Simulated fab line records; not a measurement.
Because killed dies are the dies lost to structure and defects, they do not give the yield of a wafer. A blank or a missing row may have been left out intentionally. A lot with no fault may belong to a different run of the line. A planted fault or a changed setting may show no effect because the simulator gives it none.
What tool caused it?    flow n5_finfet    11 lots, 33 wafers sampled, at 2 steps of a route of 1938

## WHAT EACH GAUGE READ, for each wafer
N5_PASSIVATION_CD_MEAS_10: the cd target is 3000 nm. Usual: cd_nm reads 3000.2 nm (standard deviation 2.9).
lot   measured      on         cd_nm (nm)            flag
L114  day 12 09:01  cd_sem-01  3001.7 3001.3 2996.9  
L115  day 12 14:38  cd_sem-02  3006.0 2999.8 3004.1  
L116  day 12 19:24  cd_sem-01  2997.1 2999.0 2998.0  
L119  day 13 19:02  cd_sem-02  2994.2 2998.9 3000.1  
L124  day 15 03:19  cd_sem-03  2998.3 3001.7 3004.6  
L123  day 15 03:20  cd_sem-03  3000.3 3002.9 3000.7  
L125  day 15 10:31  cd_sem-01  2997.2 3001.7 2999.8  
L126  day 15 15:31  cd_sem-02  2996.2 3001.1 3004.0  
L128  day 16 05:57  cd_sem-03  2999.9 2999.4 2997.2  
L129  day 16 06:53  cd_sem-02  3000.4 3003.2 3003.1  
L132  day 17 00:25  cd_sem-01  2997.6 2994.8 3001.4  

## WHICH TOOL RAN EACH LOT (tool, then ch and the chambers of the sampled wafers, then the start)
lot   N5_PASSIVATION_PECVD_55
L114  pecvd-04 ch 0,1,2, day 12 08:29
L115  pecvd-01 ch 1,2, day 12 13:18
L116  pecvd-01 ch 0,1,2, day 12 18:55
L119  pecvd-03 ch 0,1,2, day 13 18:08
L124  pecvd-03 ch 0,1,2, day 15 01:59
L123  pecvd-01 ch 1,2, day 15 02:10
L125  pecvd-03 ch 0,1, day 15 08:52
L126  pecvd-01 ch 0,1,2, day 15 12:28
L128  pecvd-03 ch 0,1,2, day 16 02:38
L129  pecvd-03 ch 0, day 16 05:47
L132  pecvd-04 ch 0,2, day 16 23:41
- N5_PASSIVATION_PECVD_55: deposits SiO2 from SiH4/N2O, target thk 400 nm, time 22.5 s.

## WHAT THE TOOLS THEMSELVES READ (means of the sampled wafers that have a number; where no wafer has one, the mark that the record gives instead)
N5_PASSIVATION_PECVD_55. Usual: heater_power_w 649 W, standard deviation 86; showerhead_plenum_p_Torr 8.25 Torr, standard deviation 0.078; throttle_valve_pct 53.0 %, standard deviation 2.8.
lot   tool      heater_power_w (W)  showerhead_plenum_p_Torr (Torr)  throttle_valve_pct (%)  flag
L114  pecvd-04  716                 8.25                             51.3                    
L115  pecvd-01  630                 8.26                             52.4                    
L116  pecvd-01  646                 8.32                             54.3                    
L119  pecvd-03  645                 8.18                             52.1                    
L124  pecvd-03  640                 8.19                             52.1                    
L123  pecvd-01  622                 8.26                             52.7                    
L125  pecvd-03  622                 8.22                             54.7                    
L126  pecvd-01  655                 8.31                             54.3                    
L128  pecvd-03  653                 8.17                             52.1                    
L129  pecvd-03  787                 8.15                             52.2                    
L132  pecvd-04  703                 8.25                             49.9                    

## THE ANSWER, worked out from the rows above alone
Rule: a lot is off if the mean of its wafers that have a number lies more than 3 standard deviations from the usual mean. Also off: a lot with no number at a reading for which 4 or more lots have one. All remaining lots with rows at the step are treated as sound. First the gauges in route order, then the tools' own readings, where a lot's mean is used as printed above. The first step at which some lot is off is used, and at that step the reading that is off furthest; a lot without a number counts as furthest.
No lot is off on any of the readings shown, so nothing can be concluded from this.

## WHAT HAD BEEN PUT IN BY THE SIMULATOR
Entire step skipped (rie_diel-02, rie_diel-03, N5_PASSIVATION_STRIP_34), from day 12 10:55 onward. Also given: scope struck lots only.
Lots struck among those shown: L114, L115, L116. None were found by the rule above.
